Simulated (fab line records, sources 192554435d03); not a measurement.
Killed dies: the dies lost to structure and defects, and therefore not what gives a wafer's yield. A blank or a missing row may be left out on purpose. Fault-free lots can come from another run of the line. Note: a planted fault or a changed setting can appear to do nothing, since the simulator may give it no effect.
8D (eight disciplines) problem report, filled in by code / flow n5-finfet / the parts of the form that need people (team, actions taken, sign-off) are left out

== 1. WHAT WENT WRONG ==
Mean IOFF_N_LONG at N5_BEOL_M4_RC_MEAS_101: 7.73e-05 nA/um over 6 wafers in 2 lots; fault-free wafers: 5.51e-05 nA/um, standard deviation 2e-06. That is +11 standard deviations from the usual mean.
The first sign was on wafer L528.1 at day 12 10:20, on prober-02. The record has a number at this step for 12 wafers belonging to 4 lots. The rule behind "out" and "out of limits": a value lying over 4 standard deviations away from the usual mean. All remaining wafers that have a number are taken as sound.

== 2. WHAT THIS IS AND IS NOT ==
question=which readings at this step; is=IOFF_N_LONG, VT_N_LONG, VT_N_LVT; is not=DIBL_N, DIBL_P, IOFF_P, ION_P, SS_N, SS_P, VT_P
question=which lots; is=L528, L530; is not=L525, L527
question=which wafers of those lots; is=all that have a number; is not=-
question=read on which gauges; is=prober-02; is not=prober-01
question=when; is=from day 12 10:20; is not=up to then (6 sound wafers)

== 3. THE SUSPECTS, EACH WITH WHAT RULES IT OUT ==
Counting: a tool stays on the suspect list if, at a process step up to the reading, it processed all lots that are out and no sound lot following the first of them.
- the gauge at N5_BEOL_M4_RC_MEAS_101 has been ruled out. All the wafers that are out were read on prober-02, but those of them that N5_HKMG_FIN_NWFM_ALD_20 has rows for are out there too, on other tools.
- ald-metal-01 at N5_HKMG_FIN_NWFM_ALD_20 (deposits TiAlC, target thk 2 nm, pulse time 3 s, purge time 2 s): kept. All lots that are out passed through it, beginning with L528 at day 7 22:52, and no sound lot followed; its final sound lot before that point was L525 at day 7 09:05. On those wafers its own readings are out: susceptor-temp-C.
Left after counting: ald-metal-01 at N5_HKMG_FIN_NWFM_ALD_20.

== 4. THE CAUSE (what the simulator had put in) ==
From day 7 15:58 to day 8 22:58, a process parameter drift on ald-metal-01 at N5_HKMG_FIN_NWFM_ALD_20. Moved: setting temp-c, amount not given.
Only this tool survived the counting.

== 5. THE CHAIN OF EFFECTS, in route order ==
One row per reading whose mean, taken over the struck wafers that have a number, lies over 3 standard deviations from the usual. Readings are gone through only where the record gives a usual standard deviation; hours: the median, over the lots, of the time from a lot's start at the first step in this table giving one to that lot's start at this step; sigmas: the change measured in usual standard deviations.
hours=0; step=N5_HKMG_FIN_NWFM_ALD_20; reading=susceptor-temp-C; usual=300.03 C; on struck wafers=307.63; change=+7.60; sigmas=+35
hours=101; step=N5_BEOL_M4_RC_MEAS_101; reading=IOFF_N; usual=0.155 nA/um; on struck wafers=0.243; change=+0.088; sigmas=+3.8
hours=101; step=N5_BEOL_M4_RC_MEAS_101; reading=IOFF_N_85C; usual=3.1 nA/um; on struck wafers=4.5; change=+1.4; sigmas=+3.6
hours=101; step=N5_BEOL_M4_RC_MEAS_101; reading=IOFF_N_LIN; usual=0.072 nA/um; on struck wafers=0.114; change=+0.042; sigmas=+4.6
hours=101; step=N5_BEOL_M4_RC_MEAS_101; reading=IOFF_N_LONG; usual=5.51e-05 nA/um; on struck wafers=7.73e-05; change=+2.22e-05; sigmas=+11
hours=101; step=N5_BEOL_M4_RC_MEAS_101; reading=ION_N; usual=672 uA/um; on struck wafers=704; change=+32; sigmas=+3.7
hours=101; step=N5_BEOL_M4_RC_MEAS_101; reading=VT_N; usual=250.0 mV; on struck wafers=237.4; change=-12.6; sigmas=-4.2
hours=101; step=N5_BEOL_M4_RC_MEAS_101; reading=VT_N_LONG; usual=275.0 mV; on struck wafers=261.8; change=-13.2; sigmas=-7.7
hours=101; step=N5_BEOL_M4_RC_MEAS_101; reading=VT_N_LVT; usual=98.6 mV; on struck wafers=86.0; change=-12.6; sigmas=-4.8
Its process steps:
- N5_HKMG_FIN_NWFM_ALD_20: deposits TiAlC, target thk 2 nm, pulse time 3 s, purge time 2 s.

== 6. HOW IT WOULD HAVE BEEN CAUGHT EARLIER ==
Counted from the fault's start at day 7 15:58, it took 114 hours until the first out-of-limits reading at a measuring or inspecting step in this record, taken at day 12 10:20.
At N5_HKMG_FIN_NWFM_ALD_20, the tool's own readings (susceptor-temp-C) were out on each struck wafer the step has a row for, so an alarm limit on them would have fired on the first such wafer.
Lots out: 2; all had begun N5_HKMG_FIN_NWFM_ALD_20 on ald-metal-01 by day 12 10:20. Had the tool been put on hold then, not one of them would have been saved.
